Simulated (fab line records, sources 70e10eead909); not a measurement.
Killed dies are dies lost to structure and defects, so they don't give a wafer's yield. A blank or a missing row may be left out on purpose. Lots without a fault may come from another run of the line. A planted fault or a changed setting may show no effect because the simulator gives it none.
Chamber matching | flow nand_harc | NHARC_P_CONTACT_CMP_24 on cmp-01: 4 sister chambers
The step polishes, t overpolish 30 s, target thk 200 nm. 22 wafers are shown with their chamber, then 11 later ones without.

WAFERS WITH THEIR CHAMBER
wafer  | chamber | motor_current_A (A) | time_to_endpoint_s (s) | overpolish_run_s (s)
L074.1 | 3       | 15.7                | 40.0                   | 29.989
L074.2 | 2       | 10.9                | 41.1                   | 29.999
L074.3 | 0       | 11.5                | 39.5                   | 29.990
L077.3 | 0       | 12.6                | 38.9                   | 30.021
L077.4 | 2       | 10.8                | 38.8                   | 30.006
L077.5 | 1       | 12.7                | 35.3                   | 30.016
L078.3 | 0       | 12.4                | 41.1                   | 30.010
L078.5 | 3       | 14.4                | 39.8                   | 29.998
L078.6 | 2       | 11.0                | 42.2                   | 30.005
L083.1 | 0       | 12.5                | 39.3                   | 29.991
L083.2 | 2       | 10.9                | 43.0                   | 30.005
L083.4 | 1       | 11.9                | 36.1                   | 29.995
L084.1 | 2       | 10.7                | 37.6                   | 30.005
L084.2 | 0       | 11.7                | 37.8                   | 30.022
L084.6 | 1       | 12.6                | 38.1                   | 30.004
L088.2 | 0       | 12.2                | 38.7                   | 30.007
L088.3 | 3       | 14.8                | 39.4                   | 30.004
L088.5 | 3       | 14.7                | 38.0                   | 29.996
L090.3 | 3       | 15.1                | 39.4                   | 30.004
L090.4 | 0       | 11.6                | 39.3                   | 30.009
L090.5 | 2       | 11.1                | 40.6                   | 29.994
L092.2 | 3       | 14.0                | 36.1                   | 30.005

SIGNATURES (means of the wafers above)
reading            | chamber 0 | chamber 1 | chamber 2 | chamber 3 | scatter within a chamber
motor_current_A    | 12.071    | 12.400    | 10.900    | 14.783    | 0.439
time_to_endpoint_s | 39.229    | 36.500    | 40.550    | 38.783    | 1.53
overpolish_run_s   | 30.00714  | 30.00500  | 30.00233  | 29.99933  | 0.00916
Rule: a wafer's distance from a chamber is the root of the sum, over the readings, of the square of ((its reading less the chamber's mean) divided by the reading's scatter). The wafer belongs to the nearest chamber; if the next one is less than 2 further off, it can't be placed. The scatter: the root of (the sum of the squares of (reading less its chamber's mean) over the shown wafers, divided by (wafers less chambers)).

WAFERS WITHOUT THEIR CHAMBER
wafer  | motor_current_A (A) | time_to_endpoint_s (s) | overpolish_run_s (s)
L092.5 | 12.0                | 37.0                   | 30.007
L092.6 | 12.5                | 40.6                   | 29.998
L094.1 | 11.2                | 40.6                   | 30.004
L094.3 | 11.8                | 40.7                   | 29.996
L094.4 | 14.3                | 41.0                   | 29.996
L096.4 | 14.6                | 41.3                   | 29.985
L096.5 | 13.8                | 41.2                   | 29.998
L096.6 | 11.9                | 43.7                   | 30.010
L097.1 | 10.8                | 42.8                   | 30.001
L097.2 | 13.2                | 40.1                   | 30.005
L097.4 | 12.7                | 42.1                   | 30.011

WHICH CHAMBER EACH WENT THROUGH
wafer  | from the rows above          | in truth
L092.5 | can't be placed: 1 or 0      | 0
L092.6 | can't be placed: 0 or 1      | 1
L094.1 | can't be placed: 2 or 0      | 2
L094.3 | can't be placed: 0 or 2 or 1 | 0
L094.4 | 3                            | 3
L096.4 | 3                            | 3
L096.5 | can't be placed: 3 or 0 or 1 | 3
L096.6 | can't be placed: 0 or 2 or 1 | 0
L097.1 | 2                            | 2
L097.2 | can't be placed: 0 or 1 or 3 | 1
L097.4 | can't be placed: 0 or 1 or 2 | 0
Placed correctly: 3 of 11. Can't be placed from these rows: 8 (the true chamber is among the candidates in 8). Placed wrongly: 0.
